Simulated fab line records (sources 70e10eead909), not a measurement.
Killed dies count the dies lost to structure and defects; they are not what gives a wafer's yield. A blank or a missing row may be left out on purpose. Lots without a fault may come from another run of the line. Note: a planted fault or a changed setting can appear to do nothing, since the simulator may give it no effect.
Matching of chambers || flow nand_harc || 3 sister chambers for NHARC_A_STAIRCASE_DEP_325 on pecvd-02
The step deposits SiO2, target thk 7200 nm. 3 wafers are shown with their chamber, then 12 later ones without.

WAFERS PAIRED WITH THEIR CHAMBERS
{"wafer": "L083.6", "chamber": 2, "heater_power_w (W)": 549}
{"wafer": "L090.4", "chamber": 0, "heater_power_w (W)": 573}
{"wafer": "L090.5", "chamber": 1, "heater_power_w (W)": 638}

WAFERS WITH NO CHAMBER GIVEN
{"wafer": "L092.1", "heater_power_w (W)": 621}
{"wafer": "L092.2", "heater_power_w (W)": 690}
{"wafer": "L092.3", "heater_power_w (W)": 693}
{"wafer": "L093.1", "heater_power_w (W)": 603}
{"wafer": "L093.4", "heater_power_w (W)": 579}
{"wafer": "L093.5", "heater_power_w (W)": 581}
{"wafer": "L095.2", "heater_power_w (W)": 693}
{"wafer": "L095.4", "heater_power_w (W)": 595}
{"wafer": "L095.6", "heater_power_w (W)": 580}
{"wafer": "L097.1", "heater_power_w (W)": 631}
{"wafer": "L097.2", "heater_power_w (W)": 775}
{"wafer": "L097.6", "heater_power_w (W)": 586}

EACH ONE'S CHAMBER
{"wafer": "L092.1", "from the rows above": "can't be placed: 1 or 0 or 2", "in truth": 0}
{"wafer": "L092.2", "from the rows above": "can't be placed: 1 or 0 or 2", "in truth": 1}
{"wafer": "L092.3", "from the rows above": "can't be placed: 1 or 0 or 2", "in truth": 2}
{"wafer": "L093.1", "from the rows above": "can't be placed: 0 or 1 or 2", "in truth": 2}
{"wafer": "L093.4", "from the rows above": "can't be placed: 0 or 2 or 1", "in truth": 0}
{"wafer": "L093.5", "from the rows above": "can't be placed: 0 or 2 or 1", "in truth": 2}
{"wafer": "L095.2", "from the rows above": "can't be placed: 1 or 0 or 2", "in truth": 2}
{"wafer": "L095.4", "from the rows above": "can't be placed: 0 or 1 or 2", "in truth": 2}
{"wafer": "L095.6", "from the rows above": "can't be placed: 0 or 2 or 1", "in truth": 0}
{"wafer": "L097.1", "from the rows above": "can't be placed: 1 or 0 or 2", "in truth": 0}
{"wafer": "L097.2", "from the rows above": "can't be placed: 1 or 0 or 2", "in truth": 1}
{"wafer": "L097.6", "from the rows above": "can't be placed: 0 or 2 or 1", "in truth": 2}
Placed correctly: 0 of 12. From these rows, 12 cannot be placed; in 12 the true chamber is one of the candidates. 0 placed wrongly.
How it was worked out, from the rows above alone: a wafer's distance from a chamber is the root of the sum, over the readings, of the square of ((its reading less the chamber's mean) divided by the reading's scatter). The wafer belongs to the nearest chamber; if the next one is less than 2 further off, it can't be placed. A chamber's mean is the mean of its shown wafers. The scatter (one wafer shown for each chamber): square how far every hidden wafer sits from the nearest shown wafer, average those squares and take the square root.
